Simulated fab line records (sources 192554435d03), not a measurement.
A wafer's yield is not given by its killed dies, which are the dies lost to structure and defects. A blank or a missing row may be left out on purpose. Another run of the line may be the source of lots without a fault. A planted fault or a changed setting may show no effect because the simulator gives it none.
A lot that was struck, set against a sound lot | flow n5_finfet | 16 steps out of a route of 1938
Sound: these wafers, L400.4, L400.5, L400.6. Struck: wafer L408.6. (L408.3, L408.5 of the same lot were not struck and are left out.) The cause comes at the end.
Per side, at each step with rows, come the tool, then ch with its chambers, and then its first start. Under that, the readings that differ: sound wafers | struck wafers | difference of the means | sigmas: that difference in standard deviations of wafers without a fault.
alike: same words and numbers on both sides, and readings whose means sit less than 2 such deviations apart. not compared: any withheld reading, any reading some wafer has no value for, any bound like >300 that may hide the same value, and any number with overlapping values for which the record gives no deviation.
The two part at a step that has a row with sigmas, a row that says differs or no value, or rows on one side only. When numbers do not overlap yet have no deviation, they are printed without sigmas and do not part them. Lack of a reading on every wafer of one side parts them only where that side has two or more wafers.

N5_FIN_CUT_CD_MEAS_08: target cd 29.1 nm.
  sound on cd_sem-03 ch 0, day 3 03:11; struck on cd_sem-01 ch 0, day 5 05:53
  alike: cd_nm
N5_FIN_CUT_OVL_MEAS_09:
  sound on overlay-01 ch 0, day 3 03:13; struck on overlay-01 ch 0, day 5 05:55
  alike: FIN_CUT_OVL
N5_FIN_CUT_INSPECT_10: inspects for defects (brightfield).
  struck on defect_inspect-02, day 5 05:58; sound on defect_inspect-01, day 3 03:16
  alike: raw_defect_count
N5_FIN_CUT_DESCUM_13: chemistry O2, time 7 s.
  sound on rie_diel-02 ch 0,1,3, day 3 03:18; struck on rie_diel-01 ch 2, day 5 06:01
  alike: drypump_motor_current_A, oes_product_au, rf_vpp_V, showerhead_plenum_p_Torr, throttle_valve_pct
  not compared: rf_hours_counter_h
N5_FIN_CUT_ETCH_30: etches underlayer in N2/H2, target depth 13 nm, time 10.4 s.
  sound on rie_diel-02 ch 0,1,3, day 3 03:20; struck on rie_diel-01 ch 2, day 5 06:04
  alike: drypump_motor_current_A, etch_rf_on_time_s, oes_product_au, rf_vpp_V, showerhead_plenum_p_Torr, throttle_valve_pct
  not compared: rf_hours_counter_h
then, 1 step without rows for these wafers: N5_FIN_CUT_ETCH_20 (etches SiARC in CF4, target depth 26 nm, time 43.3 s).
N5_FIN_CUT_ETCH_21: etches SOC in N2/H2, target depth 219 nm, overetch 43.8 nm, time 523.5 s.
  sound on rie_diel-02 ch 0,1,3, day 3 03:23; struck on rie_diel-01 ch 2, day 5 06:07
  reading      | sound             | struck | difference | sigmas
  rf_vpp_V (V) | 240.5 241.7 238.1 | 242.7  | +2.6       | +2
  alike: drypump_motor_current_A, oes_product_au, showerhead_plenum_p_Torr, throttle_valve_pct
  not compared: rf_hours_counter_h
then, 3 steps without rows for these wafers: N5_FIN_CUT_STRIP_23 (strips in N2/H2); N5_FIN_CUT_STRIP_31 (strips in N2/H2); N5_FIN_CUT_STRIP_24 (strips in CF4).
N5_FIN_CUT_CUT_ETCH_26: etches SiNx in CH3F/O2, target depth 39 nm, time 55.7 s.
  sound on rie_diel-02 ch 0,1,3, day 3 03:44; struck on rie_diel-01 ch 2, day 5 06:28
  reading      | sound       | struck | difference | sigmas
  rf_vpp_V (V) | 298 292 294 | 314    | +19        | +3
  alike: drypump_motor_current_A, oes_product_au, showerhead_plenum_p_Torr, throttle_valve_pct
  not compared: rf_hours_counter_h
N5_FIN_CUT_CUT_ETCH_27: etches SiO2 in CHF3/O2, target depth 4 nm, overetch 2 nm, time 4.9 s.
  sound on rie_diel-02 ch 0,1,3, day 3 03:47; struck on rie_diel-01 ch 2, day 5 06:30
  reading      | sound       | struck | difference | sigmas
  rf_vpp_V (V) | 523 515 516 | 551    | +33        | +3
  alike: CHF3_flow_sccm, drypump_motor_current_A, oes_product_au, showerhead_plenum_p_Torr, throttle_valve_pct
  not compared: rf_hours_counter_h
N5_FIN_CUT_PRECLEAN_35: cleans in vHF, time 13.3 s.
  sound on vapor_etch-01 ch 0,1, day 3 03:52; struck on vapor_etch-02 ch 1, day 5 06:37
  reading    | sound          | struck | difference | sigmas
  time_s (s) | 13.3 13.3 13.3 | 15.726 | +2.426     |
  alike: drypump_motor_current_A
then, 1 step without rows for these wafers: N5_FIN_CUT_CUT_ETCH_15 (etches Si in HBr/Cl2/O2, target depth 100 nm, bt time 10 s, time 42.4 s).
-- the record jumps here: 6 days lie between the struck wafers' starts before and after (it left off in module FIN_CUT and takes up again in module BEOL_M4, whose first step shown is number 1111 of the route) --
N5_BEOL_M4_RC_MEAS_101:
  sound on prober-02 ch 0, day 9 01:14; struck on prober-02 ch 0, day 11 02:20
  reading       | sound          | struck | difference | sigmas
  DIBL_P (mV/V) | 38.9 34.3 39.7 | 32.7   | -4.9       | -3
  ION_N (uA/um) | 686 670 691    | 658    | -24        | -2
  ION_P (uA/um) | 473 454 470    | 446    | -20        | -2
  SS_P (mV/dec) | 74.1 73.3 75.2 | 72.6   | -1.6       | -3
  VT_N (mV)     | 245 252 243    | 254    | +7         | +2
  alike: DIBL_N, IOFF_N, IOFF_P, SS_N, VT_P
-- record jumps: 4 days separate the struck wafers' starts on either side; left off in module BEOL_M4, taken up again in module PASSIVATION, whose first shown step is the route's number 1936 --
N5_PASSIVATION_PROBE_49:
  struck on prober-01, day 15 01:45; sound on prober-02, day 13 12:26
  alike: defect_limited_yield, killed_at_M0_to_M3, killed_at_M4_up, killed_at_contacts, killed_at_front_end, killed_at_other, killed_dies, killed_on_rim, killed_open, killed_short, sort_bin_5_function, sort_bin_6_memory, sort_n_pass, sort_yield_pct

## WHERE THEY PART
Last at N5_BEOL_M4_RC_MEAS_101 as far as this record goes, first at N5_FIN_CUT_ETCH_21. Later steps at which nothing parts them and some readings are alike: N5_PASSIVATION_PROBE_49.

WHY: the cause the simulator had injected
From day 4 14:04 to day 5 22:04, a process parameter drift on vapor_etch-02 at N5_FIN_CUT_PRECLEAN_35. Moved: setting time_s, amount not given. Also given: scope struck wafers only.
